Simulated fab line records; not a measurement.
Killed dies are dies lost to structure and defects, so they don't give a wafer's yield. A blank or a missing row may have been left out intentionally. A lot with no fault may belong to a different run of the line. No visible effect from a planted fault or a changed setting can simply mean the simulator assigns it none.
fab line records	flow n5-finfet
record lots=24	wafers=72	last-day=19
route steps=1938 shown MOL_CONTACT_COAG@618 BEOL_M0_SAQP@698 BEOL_M0@735 BEOL_M1@766
lots untouched by any fault: they come from a run of this same line in which no faults occurred
start-h: start of the lot's first displayed wafer, in hours after the record's first day	wait-h: hours elapsed since this lot's preceding step	" same as the row above	L1.1+2: one row covering several wafers at once	- value missing, or start not given	* or withheld: withheld	< > ~ a bound
route shown NAME@n: a module of which the file shows steps, and the number in the route of the first	usual: average and standard deviation across the fault-free wafers	same: alike in all rows	chamber/n: place in a boat	sites: each site's reading	_std_site: standard deviation of those values	_edge_site: the outer-site mean with the inner-site mean subtracted	radius-mm: how far each site lies from the wafer's centre	mask NAME#n: copy n	behind: the last tool/chamber to shape the wafer	hold: reason for holding the lot/hours on hold/outcome of the hold	device: transistor that didn't switch, given as n, p or np	end of line: tests of these same wafers at the route's end	for a step that has no rows: nothing shown but its recipe	killed: at the first sort, the dies lost to defects and structure; wafer yield is something else	map: the dies of a wafer, with x for killed, . for not killed, _ for no die there
set.NAME: setting as actually run; set.NAME@STEP: the setting as run at that earlier step	model.NAME: the simulator's own value behind a step, which no gauge read
route steps across a sampled set of lots; one table per step, one row per wafer
services: from which hour (start-h, from the record's first day; less than 0 if before it) a tool's chamber was out of use, for how many hours, and why
## steps
# step N5_MOL_CONTACT_COAG_STRIP_72
# recipe chemistry=N2/H2	power-w=450	temp-c=40	pressure-mtorr=20	rf-frequency-hz=6e+07	overash-fraction=3	bias-power-w=7	h2-frac=0.5	n2-flow-sccm=200	h2-flow-sccm=200
# usual drypump-motor-current-A=5.7/0.35	oes-product-au=0.80/0.1	rf-vpp-V=59.2/2	showerhead-plenum-p-Torr=2.53/0.086	temp-c=39.99/0.11	throttle-valve-pct=23.57/0.27
lot.wafer	tool	chamber	start-h	wait-h	drypump-motor-current-A	oes-product-au	rf-hours-counter-h	rf-vpp-V	showerhead-plenum-p-Torr	temp-c	throttle-valve-pct
L074.2	rie-diel-06	2	101.24	0.0	5.7	0.68	255	59.5	2.49	40.01	23.71
L074.3	"	3	"	"	6.1	0.71	201	58.6	2.42	40.09	23.98
L074.5	"	1	"	"	5.6	0.75	-	57.6	2.53	40.23	23.22
L075.3	rie-diel-02	3	107.47	0.0	5.2	0.75	157	62.2	2.65	40.14	23.39
L075.5	"	2	"	"	5.7	0.96	-	55.5	2.49	39.92	23.47
L075.6	"	0	"	"	5.9	0.74	-	59.7	2.64	39.88	23.46
L076.2	rie-diel-06	3	114.48	0.0	6.1	0.71	207	58.0	2.42	39.89	23.99
L076.4	"	1	"	"	5.6	0.74	-	61.2	2.53	39.86	23.24
L076.5	"	3	"	"	6.2	0.70	-	59.1	2.42	40.00	24.01
L077.2	rie-diel-02	0	120.56	0.0	5.9	0.73	153	59.2	2.64	40.15	23.44
L077.4	"	0	"	"	5.9	0.74	-	62.8	2.64	40.10	23.47
L077.5	"	3	"	"	5.2	0.73	-	57.2	2.65	40.07	23.40
L078.1	rie-diel-06	1	127.03	0.0	5.6	0.74	161	58.7	2.53	40.11	23.20
L078.3	"	0	"	"	5.3	0.87	36	59.7	2.70	40.02	23.61
L078.5	"	3	"	"	6.1	0.68	-	60.8	2.42	39.96	24.01
L079.3	rie-diel-06	3	129.84	0.0	6.2	0.70	213	56.6	2.42	39.96	23.96
L079.4	"	1	"	"	5.6	0.72	-	57.7	2.53	39.95	23.25
L079.6	"	0	"	"	5.3	0.85	-	59.2	2.70	40.07	23.62
L080.1	rie-diel-01	1	136.63	0.0	5.5	0.70	208	56.8	2.51	39.90	23.91
L080.3	"	0	"	"	5.2	0.65	257	56.3	2.49	39.93	23.95
L080.4	"	0	"	"	5.2	0.65	-	57.5	2.49	39.90	23.97
L081.1	rie-diel-01	0	145.17	0.0	5.2	0.65	261	56.4	2.49	39.95	23.96
L081.2	"	1	"	"	5.5	0.71	212	54.7	2.51	39.94	23.96
L081.5	"	2	"	"	5.7	0.89	-	61.1	2.48	40.10	23.27
L082.1	rie-diel-06	3	147.67	0.0	6.2	0.69	220	57.5	2.41	39.97	23.99
L082.3	"	1	"	"	5.6	0.75	169	59.3	2.53	40.30	23.27
L082.4	"	0	"	"	5.3	0.84	43	64.3	2.70	39.94	23.61
L083.1	rie-diel-06	1	154.37	0.0	5.6	0.74	170	56.1	2.52	39.94	23.27
L083.3	"	0	"	"	5.3	0.85	45	59.3	2.70	40.03	23.63
L083.6	"	0	"	"	5.3	0.86	-	61.4	2.70	39.94	23.63
L084.1	rie-diel-01	2	163.15	0.0	5.7	0.87	47	57.5	2.48	39.85	23.27
L084.3	"	3	"	"	6.4	0.99	4	59.9	2.50	40.14	23.36
L084.4	"	3	"	"	6.4	1.00	-	59.9	2.50	40.15	23.34
L086.1	rie-diel-06	2	172.07	0.0	5.7	0.95	14	59.4	2.48	40.12	23.43
L086.2	"	0	"	"	5.3	0.85	51	59.8	2.70	40.03	23.61
L086.6	"	2	"	"	5.7	0.92	-	58.9	2.48	40.15	23.42
L085.3	rie-diel-01	2	175.00	0.0	5.7	0.86	53	55.6	2.47	40.10	23.28
L085.4	"	3	"	"	6.4	0.97	-	56.3	2.49	40.04	23.33
L085.6	"	2	"	"	5.7	0.87	-	59.2	2.47	40.13	23.23
L087.3	rie-diel-01	2	178.95	0.1	5.8	0.87	-	59.6	2.47	40.03	23.27
L087.5	"	1	"	"	5.6	0.68	-	60.7	2.50	40.08	23.93
L087.6	"	2	"	"	5.8	0.87	-	61.5	2.47	40.04	23.27
L088.1	rie-diel-01	1	189.74	0.0	5.5	0.71	232	62.5	2.50	40.17	24.00
L088.3	"	0	"	"	5.2	0.98	1	61.4	2.49	40.00	23.56
L088.5	"	3	"	"	6.4	0.95	-	62.5	2.49	40.05	23.37
L089.3	rie-diel-06	0	192.79	0.0	5.3	0.82	58	59.2	2.69	40.15	23.61
L089.5	"	3	"	"	6.2	0.68	-	59.8	2.41	39.99	24.04
L089.6	"	0	"	"	5.3	0.84	-	63.1	2.69	40.01	23.64
L090.1	rie-diel-06	1	197.07	0.0	5.6	0.73	177	60.1	2.52	40.02	23.27
L090.2	"	2	"	"	5.7	0.93	23	61.0	2.48	40.05	23.40
L090.4	"	3	"	"	6.2	0.68	237	60.2	2.41	39.97	23.98
L091.1	rie-diel-02	2	200.09	0.0	5.6	0.86	46	57.7	2.48	39.87	23.51
L091.2	"	3	"	"	5.3	0.72	193	56.7	2.64	39.99	23.37
L091.4	"	1	"	"	5.8	0.88	25	58.2	2.49	40.07	23.53
L092.1	rie-diel-02	0	207.44	0.0	5.9	0.71	186	58.5	2.62	39.85	23.52
L092.2	"	2	"	"	5.7	0.87	48	54.6	2.48	40.09	23.51
L092.6	"	0	"	"	5.9	0.71	-	59.9	2.62	39.92	23.48
L093.1	rie-diel-01	1	213.14	0.0	5.5	0.68	241	60.5	2.50	40.09	23.99
L093.3	"	0	"	"	5.1	0.94	10	59.4	2.48	39.94	23.52
L093.6	"	1	"	"	5.5	0.67	-	59.6	2.50	40.05	23.99
L094.1	rie-diel-01	3	219.53	0.0	6.4	0.94	25	62.9	2.49	39.95	23.41
L094.3	"	2	"	"	5.7	0.85	69	60.9	2.47	39.87	23.32
L094.4	"	0	"	"	5.2	0.96	13	58.6	2.48	40.11	23.52
L095.1	rie-diel-06	3	228.19	0.0	6.1	0.68	246	56.2	2.40	39.98	24.08
L095.2	"	0	"	"	5.3	0.79	70	60.2	2.69	39.80	23.66
L095.5	"	1	"	"	5.6	0.72	-	57.7	2.52	39.80	23.31
L097.2	rie-diel-01	3	240.16	0.0	6.4	0.91	33	56.3	2.48	39.91	23.38
L097.5	"	0	"	"	5.2	0.92	-	59.2	2.48	40.19	23.54
L097.6	"	3	"	"	6.4	0.91	-	65.1	2.48	39.92	23.36
L096.1	rie-diel-02	3	240.56	0.0	5.2	0.73	209	60.6	2.63	39.93	23.41
L096.5	"	3	"	"	5.2	0.71	-	58.9	2.63	40.02	23.45
L096.6	"	0	"	"	5.9	0.72	-	56.3	2.62	39.89	23.45
# step N5_BEOL_M0_SAQP_ALD_48
# recipe material=SiO2	target-thk-a=200	temp-c=100	ald-precursor-family=BDEAS	ald-co-reactant=O2-plasma	pulse-time-s=1	co-reactant-pulse-time-s=1	purge-time-s=2	co-reactant-purge-time-s=2	ald-cycles=139	pressure-torr=2
# usual heater-power-w=74/7.1	precursor-pulse-height-rel=1.000/0.02
# same ald-cycles=139
lot.wafer	tool	chamber	start-h	wait-h	heater-power-w	precursor-pulse-height-rel
L074.2	ald-sin-02	1	111.31	0.0	65	0.996
L074.3	"	2	"	"	77	0.996
L074.5	"	2	"	"	81	0.998
L075.3	ald-sin-02	2	117.45	0.0	79	0.999
L075.5	"	3	"	"	77	0.995
L075.6	"	0	"	"	69	1.010
L076.2	ald-sin-04	0	126.07	0.0	70	1.002
L076.4	"	3	"	"	80	0.975
L076.5	"	1	"	"	68	0.992
L077.2	ald-sin-02	2	131.71	0.0	79	0.981
L077.4	"	0	"	"	69	1.020
L077.5	"	2	"	"	80	1.008
L078.1	ald-sin-03	1	137.42	0.0	78	0.987
L078.3	"	2	"	"	64	1.014
L078.5	"	2	"	"	64	0.967
L079.3	ald-sin-02	3	140.88	0.4	77	1.002
L079.4	"	2	"	"	80	1.047
L079.6	"	1	"	"	65	1.005
L080.1	ald-sin-02	3	147.63	0.0	78	0.991
L080.3	"	1	"	"	65	0.996
L080.4	"	2	"	"	79	0.990
L081.1	ald-sin-02	0	155.80	0.0	70	1.010
L081.2	"	2	"	"	80	0.999
L081.5	"	2	"	"	82	0.993
L082.1	ald-sin-02	0	158.14	0.1	70	1.024
L082.3	"	2	"	"	80	1.006
L082.4	"	3	"	"	79	1.032
L083.1	ald-sin-02	3	167.26	0.0	78	0.997
L083.3	"	2	"	"	80	0.996
L083.6	"	1	"	"	64	1.032
L084.1	ald-sin-03	0	174.12	0.0	79	0.970
L084.3	"	1	"	"	76	1.001
L084.4	"	2	"	"	65	1.000
L086.1	ald-sin-03	0	186.07	0.0	79	0.980
L086.2	"	2	"	"	64	1.021
L086.6	"	3	"	"	87	0.977
L085.3	ald-sin-03	2	189.41	0.2	64	0.977
L085.4	"	3	"	"	84	1.063
L085.6	"	1	"	"	77	0.981
L087.3	ald-sin-03	2	192.82	0.1	66	0.989
L087.5	"	2	"	"	64	1.022
L087.6	"	3	"	"	83	1.037
L088.1	ald-sin-02	1	199.45	0.0	64	0.984
L088.3	"	0	"	"	68	0.989
L088.5	"	0	"	"	69	1.014
L089.3	ald-sin-02	3	205.40	0.0	80	0.997
L089.5	"	0	"	"	67	1.006
L089.6	"	1	"	"	64	0.994
L090.1	ald-sin-04	0	207.61	0.0	70	1.036
L090.2	"	3	"	"	83	0.982
L090.4	"	1	"	"	67	1.000
L091.1	ald-sin-02	0	210.23	0.0	68	1.008
L091.2	"	3	"	"	78	0.981
L091.4	"	2	"	"	81	1.026
L092.1	ald-sin-03	2	218.82	0.0	64	0.991
L092.2	"	0	"	"	80	0.976
L092.6	"	1	"	"	77	1.005
L093.1	ald-sin-03	1	225.02	0.7	76	0.995
L093.3	"	0	"	"	79	0.990
L093.6	"	1	"	"	76	1.017
L094.1	ald-sin-03	3	229.30	0.0	84	1.008
L094.3	"	2	"	"	64	0.989
L094.4	"	1	"	"	77	0.999
L095.1	ald-sin-02	1	239.99	0.0	67	1.010
L095.2	"	3	"	"	80	1.010
L095.5	"	3	"	"	80	0.989
L097.2	ald-sin-03	0	251.18	0.5	80	1.049
L097.5	"	1	"	"	77	1.002
L097.6	"	0	"	"	82	0.982
L096.1	ald-sin-04	3	255.71	0.0	81	0.996
L096.5	"	3	"	"	83	1.008
L096.6	"	2	"	"	84	1.002
# step N5_BEOL_M0_ANNEAL_117
# recipe temp-c=400	time-s=60	ambient=vacuum
# usual heater-power-w=833/90
lot.wafer	tool	chamber	start-h	wait-h	heater-power-w
L074.2	pvd-sputter-02	-	115.88	0.0	900
L074.3	"	-	"	"	892
L074.5	"	-	"	"	891
L075.3	pvd-sputter-03	-	123.52	0.0	697
L075.5	"	-	"	"	893
L075.6	"	-	"	"	686
L076.2	pvd-sputter-01	-	132.12	0.0	797
L076.4	"	-	"	"	704
L076.5	"	-	"	"	758
L077.2	pvd-sputter-01	-	135.88	0.0	688
L077.4	"	-	"	"	750
L077.5	"	-	"	"	781
L078.1	pvd-sputter-02	-	142.03	0.0	898
L078.3	"	-	"	"	839
L078.5	"	-	"	"	851
L079.3	pvd-sputter-01	-	146.44	0.0	949
L079.4	"	-	"	"	782
L079.6	"	-	"	"	702
L080.1	pvd-sputter-03	-	152.43	0.0	694
L080.3	"	-	"	"	991
L080.4	"	-	"	"	952
L082.1	pvd-sputter-01	-	164.08	0.0	937
L082.3	"	-	"	"	766
L082.4	"	-	"	"	721
L081.1	pvd-sputter-01	-	164.60	0.0	928
L081.2	"	-	"	"	718
L081.5	"	-	"	"	703
L083.1	pvd-sputter-02	-	171.95	0.0	871
L083.3	"	-	"	"	850
L083.6	"	-	"	"	826
L084.1	pvd-sputter-01	-	179.35	0.0	708
L084.3	"	-	"	"	786
L084.4	"	-	"	"	931
L086.1	pvd-sputter-03	-	192.68	0.0	905
L086.2	"	-	"	"	950
L086.6	"	-	"	"	974
L085.3	pvd-sputter-03	-	193.22	0.0	886
L085.4	"	-	"	"	949
L085.6	"	-	"	"	955
L087.3	pvd-sputter-02	-	200.34	0.0	893
L087.5	"	-	"	"	899
L087.6	"	-	"	"	877
L088.1	pvd-sputter-02	-	202.34	0.0	768
L088.3	"	-	"	"	865
L088.5	"	-	"	"	872
L089.3	pvd-sputter-01	-	209.42	0.0	771
L089.5	"	-	"	"	767
L089.6	"	-	"	"	952
L091.1	pvd-sputter-03	-	214.73	0.0	897
L091.2	"	-	"	"	701
L091.4	"	-	"	"	979
L090.1	pvd-sputter-01	-	215.08	0.0	938
L090.2	"	-	"	"	778
L090.4	"	-	"	"	787
L092.1	pvd-sputter-01	-	226.39	0.0	702
L092.2	"	-	"	"	768
L092.6	"	-	"	"	931
L093.1	pvd-sputter-03	-	230.32	0.0	955
L093.3	"	-	"	"	971
L093.6	"	-	"	"	960
L094.1	pvd-sputter-02	-	235.44	0.0	768
L094.3	"	-	"	"	860
L094.4	"	-	"	"	856
L095.1	pvd-sputter-02	-	244.62	0.0	853
L095.2	"	-	"	"	873
L095.5	"	-	"	"	879
L097.2	pvd-sputter-01	-	255.49	0.0	701
L097.5	"	-	"	"	784
L097.6	"	-	"	"	710
L096.1	pvd-sputter-02	-	260.66	0.0	877
L096.5	"	-	"	"	889
L096.6	"	-	"	"	843
# step N5_BEOL_M0_CO_CAP_123
# recipe material=Co	target-thk-a=20	temp-c=200	precursor=CCTBA/H2	pressure-torr=30	time-s=102.1
# usual heater-power-w=231/7.4
lot.wafer	tool	chamber	start-h	wait-h	heater-power-w
L074.2	cvd-co-02	0	117.69	0.0	225
L074.3	"	2	"	"	240
L074.5	"	1	"	"	241
L075.3	cvd-co-01	2	124.72	0.1	230
L075.5	"	0	"	"	221
L075.6	"	2	"	"	234
L076.2	cvd-co-01	0	133.30	0.0	215
L076.4	"	0	"	"	226
L076.5	"	2	"	"	230
L077.2	cvd-co-01	2	137.22	0.0	241
L077.4	"	0	"	"	222
L077.5	"	1	"	"	232
L078.1	cvd-co-01	1	143.18	0.0	231
L078.3	"	0	"	"	220
L078.5	"	0	"	"	226
L079.3	cvd-co-02	1	147.59	0.0	240
L079.4	"	0	"	"	220
L079.6	"	2	"	"	233
L080.1	cvd-co-01	1	153.69	0.0	234
L080.3	"	2	"	"	231
L080.4	"	1	"	"	231
L082.1	cvd-co-01	2	165.68	0.0	233
L082.3	"	1	"	"	226
L082.4	"	1	"	"	228
L081.1	cvd-co-01	0	165.99	0.0	218
L081.2	"	1	"	"	234
L081.5	"	1	"	"	235
L083.1	cvd-co-02	2	173.18	0.0	229
L083.3	"	0	"	"	219
L083.6	"	2	"	"	238
L084.1	cvd-co-02	2	180.50	0.0	238
L084.3	"	1	"	"	240
L084.4	"	2	"	"	238
L086.1	cvd-co-02	1	194.30	0.0	239
L086.2	"	0	"	"	219
L086.6	"	2	"	"	235
L085.3	cvd-co-01	2	194.57	0.1	235
L085.4	"	0	"	"	225
L085.6	"	2	"	"	233
L087.3	cvd-co-02	1	201.71	0.0	234
L087.5	"	2	"	"	231
L087.6	"	0	"	"	219
L088.1	cvd-co-02	1	203.48	0.0	244
L088.3	"	0	"	"	222
L088.5	"	1	"	"	240
L089.3	cvd-co-02	0	210.58	0.0	224
L089.5	"	0	"	"	220
L089.6	"	2	"	"	230
L091.1	cvd-co-01	2	216.26	0.0	234
L091.2	"	0	"	"	225
L091.4	"	0	"	"	222
L090.1	cvd-co-02	0	216.51	0.0	218
L090.2	"	2	"	"	232
L090.4	"	2	"	"	243
L092.1	cvd-co-01	2	228.08	0.0	235
L092.2	"	0	"	"	226
L092.6	"	0	"	"	226
L093.1	cvd-co-02	2	231.57	0.0	239
L093.3	"	1	"	"	238
L093.6	"	0	"	"	221
L094.1	cvd-co-01	1	236.58	0.0	227
L094.3	"	2	"	"	239
L094.4	"	2	"	"	237
L095.1	cvd-co-01	0	246.02	0.0	223
L095.2	"	2	"	"	237
L095.5	"	2	"	"	235
L097.2	cvd-co-02	2	256.67	0.0	234
L097.5	"	2	"	"	232
L097.6	"	0	"	"	220
L096.1	cvd-co-01	0	262.09	0.0	224
L096.5	"	0	"	"	221
L096.6	"	1	"	"	232
# step N5_BEOL_M0_INSPECT_127
# recipe inspect-instrument=darkfield	mode=post-dep
# usual raw-defect-count=68/26
lot.wafer	tool	chamber	start-h	wait-h	raw-defect-count
L074.2	defect-inspect-01	-	117.91	0.0	37
L074.3	"	-	"	"	38
L074.5	"	-	"	"	43
L075.3	defect-inspect-01	-	124.93	0.0	37
L075.5	"	-	"	"	47
L075.6	"	-	"	"	47
L076.2	defect-inspect-02	-	133.55	0.0	162
L076.4	"	-	"	"	60
L076.5	"	-	"	"	51
L077.2	defect-inspect-01	-	137.43	0.0	53
L077.4	"	-	"	"	39
L077.5	"	-	"	"	43
L078.1	defect-inspect-01	-	143.42	0.0	55
L078.3	"	-	"	"	33
L078.5	"	-	"	"	41
L079.3	defect-inspect-02	-	147.81	0.0	52
L079.4	"	-	"	"	61
L079.6	"	-	"	"	59
L080.1	defect-inspect-02	-	153.90	0.0	73
L080.3	"	-	"	"	84
L080.4	"	-	"	"	83
L082.1	defect-inspect-01	-	165.89	0.0	65
L082.3	"	-	"	"	78
L082.4	"	-	"	"	67
L081.1	defect-inspect-02	-	166.20	0.0	106
L081.2	"	-	"	"	85
L081.5	"	-	"	"	86
L083.1	defect-inspect-01	-	173.39	0.0	83
L083.3	"	-	"	"	101
L083.6	"	-	"	"	89
L084.1	defect-inspect-01	-	180.74	0.0	66
L084.3	"	-	"	"	51
L084.4	"	-	"	"	73
L086.1	defect-inspect-02	-	194.54	0.0	89
L086.2	"	-	"	"	132
L086.6	"	-	"	"	120
L085.3	defect-inspect-01	-	194.78	0.0	73
L085.4	"	-	"	"	92
L085.6	"	-	"	"	54
L087.3	defect-inspect-01	-	201.92	0.0	43
L087.5	"	-	"	"	59
L087.6	"	-	"	"	71
L088.1	defect-inspect-01	-	203.69	0.0	45
L088.3	"	-	"	"	48
L088.5	"	-	"	"	37
L089.3	defect-inspect-01	-	210.79	0.0	29
L089.5	"	-	"	"	50
L089.6	"	-	"	"	40
L091.1	defect-inspect-01	-	216.49	0.0	70
L091.2	"	-	"	"	40
L091.4	"	-	"	"	95
L090.1	defect-inspect-02	-	216.75	0.0	70
L090.2	"	-	"	"	75
L090.4	"	-	"	"	84
L092.1	defect-inspect-01	-	228.31	0.0	60
L092.2	"	-	"	"	45
L092.6	"	-	"	"	60
L093.1	defect-inspect-02	-	231.78	0.0	74
L093.3	"	-	"	"	67
L093.6	"	-	"	"	94
L094.1	defect-inspect-01	-	236.79	0.0	78
L094.3	"	-	"	"	58
L094.4	"	-	"	"	74
L095.1	defect-inspect-02	-	246.23	0.0	75
L095.2	"	-	"	"	56
L095.5	"	-	"	"	107
L097.2	defect-inspect-02	-	256.93	0.0	110
L097.5	"	-	"	"	49
L097.6	"	-	"	"	91
L096.1	defect-inspect-02	-	262.30	0.0	74
L096.5	"	-	"	"	66
L096.6	"	-	"	"	114
# step N5_BEOL_M1_INSPECT_13
# recipe mode=adi	inspect-instrument=brightfield
# usual raw-defect-count=414/100
lot.wafer	tool	chamber	start-h	wait-h	raw-defect-count
L074.2	defect-inspect-01	-	121.24	0.0	388
L074.3	"	-	"	"	402
L074.5	"	-	"	"	384
L075.3	defect-inspect-02	-	127.28	0.0	476
L075.5	"	-	"	"	373
L075.6	"	-	"	"	308
L076.2	defect-inspect-01	-	135.76	0.0	428
L076.4	"	-	"	"	261
L076.5	"	-	"	"	270
L077.2	defect-inspect-02	-	139.17	0.0	367
L077.4	"	-	"	"	330
L077.5	"	-	"	"	323
L078.1	defect-inspect-02	-	144.96	0.1	366
L078.3	"	-	"	"	290
L078.5	"	-	"	"	351
L079.3	defect-inspect-01	-	148.54	0.0	581
L079.4	"	-	"	"	430
L079.6	"	-	"	"	431
L080.1	defect-inspect-02	-	157.39	0.1	341
L080.3	"	-	"	"	318
L080.4	"	-	"	"	377
L082.1	defect-inspect-02	-	166.79	0.1	648
L082.3	"	-	"	"	608
L082.4	"	-	"	"	487
L081.1	defect-inspect-01	-	168.66	0.1	558
L081.2	"	-	"	"	450
L081.5	"	-	"	"	567
L083.1	defect-inspect-02	-	177.30	0.1	480
L083.3	"	-	"	"	643
L083.6	"	-	"	"	625
L084.1	defect-inspect-01	-	181.87	0.1	385
L084.3	"	-	"	"	332
L084.4	"	-	"	"	326
L086.1	defect-inspect-02	-	199.28	0.1	542
L086.2	"	-	"	"	495
L086.6	"	-	"	"	464
L085.3	defect-inspect-01	-	199.45	0.0	321
L085.4	"	-	"	"	485
L085.6	"	-	"	"	400
L087.3	defect-inspect-01	-	202.72	0.0	401
L087.5	"	-	"	"	404
L087.6	"	-	"	"	467
L088.1	defect-inspect-02	-	205.12	0.1	380
L088.3	"	-	"	"	264
L088.5	"	-	"	"	331
L089.3	defect-inspect-02	-	213.83	0.0	336
L089.5	"	-	"	"	297
L089.6	"	-	"	"	314
L091.1	defect-inspect-01	-	218.98	0.1	296
L091.2	"	-	"	"	317
L091.4	"	-	"	"	502
L090.1	defect-inspect-02	-	219.02	0.1	480
L090.2	"	-	"	"	368
L090.4	"	-	"	"	464
L092.1	defect-inspect-02	-	230.70	0.1	516
L092.2	"	-	"	"	331
L092.6	"	-	"	"	264
L093.1	defect-inspect-02	-	234.30	0.1	477
L093.3	"	-	"	"	370
L093.6	"	-	"	"	448
L094.1	defect-inspect-01	-	237.72	0.1	484
L094.3	"	-	"	"	347
L094.4	"	-	"	"	381
L095.1	defect-inspect-01	-	248.57	0.1	260
L095.2	"	-	"	"	262
L095.5	"	-	"	"	388
L097.2	defect-inspect-01	-	259.27	0.1	423
L097.5	"	-	"	"	380
L097.6	"	-	"	"	453
L096.1	defect-inspect-02	-	266.90	0.1	559
L096.5	"	-	"	"	468
L096.6	"	-	"	"	471
## services
tool	chamber	start-h	hours	kind
pvd-sputter-03	-	84.08	5.1	repair
ald-sin-02	-	85.25	14.0	pm
ald-sin-03	1	89.88	3.2	repair
rie-diel-06	2	112.37	4.9	repair
cvd-co-01	1	114.74	-	clean
cvd-co-01	1	114.74	22.0	scheduled-down
rie-diel-01	0	119.86	2.2	repair
ald-sin-03	-	127.76	0.7	repair
ald-sin-02	0	138.60	3.0	repair
cvd-co-02	-	144.26	3.0	repair
cvd-co-01	-	147.27	6.0	pm
rie-diel-06	1	164.44	9.9	repair
cvd-co-01	2	167.15	10.9	repair
cvd-co-01	1	167.27	34.5	repair
pvd-sputter-02	-	174.26	5.0	repair
ald-sin-04	2	175.65	14.9	repair
rie-diel-01	3	177.60	5.2	repair
cvd-co-02	-	178.10	0.3	repair
rie-diel-06	1	183.55	8.8	repair
ald-sin-04	-	192.17	0.7	repair
cvd-co-01	-	202.00	3.4	repair
rie-diel-02	0	212.15	22.1	repair
rie-diel-06	3	215.95	2.9	repair
ald-sin-04	-	247.85	6.1	pm
## key
fault none
